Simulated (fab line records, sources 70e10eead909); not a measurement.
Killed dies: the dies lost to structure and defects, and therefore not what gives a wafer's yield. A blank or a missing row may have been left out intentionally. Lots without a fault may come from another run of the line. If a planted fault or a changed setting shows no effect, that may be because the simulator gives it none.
Matching of chambers    flow nandHarc    NHARC_A_M1_CMP_23 on cmp-03 has 4 sister chambers
The step polishes, t overpolish 20 s, target thk 154.34 nm. 16 wafers are shown with their chamber, then 8 later ones without.

EACH WAFER AND ITS CHAMBER
wafer   chamber  motorCurrentA (A)  timeToEndpointS (s)
L335.2  3        11.6               30.7
L335.4  1        14.2               28.2
L335.6  2        10.4               27.7
L339.2  1        13.6               30.1
L339.4  0        11.6               27.8
L339.5  0        11.1               30.8
L338.1  1        13.9               27.3
L338.3  3        11.4               26.5
L338.5  1        14.1               25.3
L341.4  0        10.7               30.9
L341.5  0        11.5               32.7
L341.6  3        12.3               31.9
L342.1  3        11.9               25.5
L342.3  2        10.1               23.2
L342.6  0        11.7               29.0
L344.1  1        14.2               25.7

SIGNATURES (averages over the wafers above)
reading          chamber 0  chamber 1  chamber 2  chamber 3  scatter within a chamber
motorCurrentA    11.320     14.000     10.250     11.800     0.348
timeToEndpointS  30.240     27.320     25.450     28.650     2.4
Rule: distance of a wafer from a chamber = root of the sum over the readings of ((wafer's reading minus chamber's mean) / reading's scatter) squared. If the next closest chamber is less than 2 further off than the closest, the wafer can't be placed; otherwise it belongs to the closest. The scatter is the square root of a quotient: the sum, over the shown wafers, of each reading's squared deviation from its chamber's mean, divided by wafers minus chambers.

WAFERS MISSING THEIR CHAMBER
wafer   motorCurrentA (A)  timeToEndpointS (s)
L344.2  11.5               26.1
L344.3  11.7               26.5
L348.1  10.5               29.3
L348.2  11.5               31.8
L348.6  11.6               29.7
L349.1  14.0               30.1
L349.5  11.5               29.9
L349.6  13.3               26.4

WHICH CHAMBER EACH WENT THROUGH
wafer   from the rows above           in truth
L344.2  can't be placed: 3 or 0       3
L344.3  can't be placed: 3 or 0       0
L348.1  can't be placed: 2 or 0 or 3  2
L348.2  can't be placed: 0 or 3       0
L348.6  can't be placed: 3 or 0       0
L349.1  1                             1
L349.5  can't be placed: 0 or 3       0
L349.6  1                             1
Correct placement for 2 of the 8. Cannot be placed on the basis of these rows: 6; the candidates contain the true chamber in 6. Placed wrongly: 0.
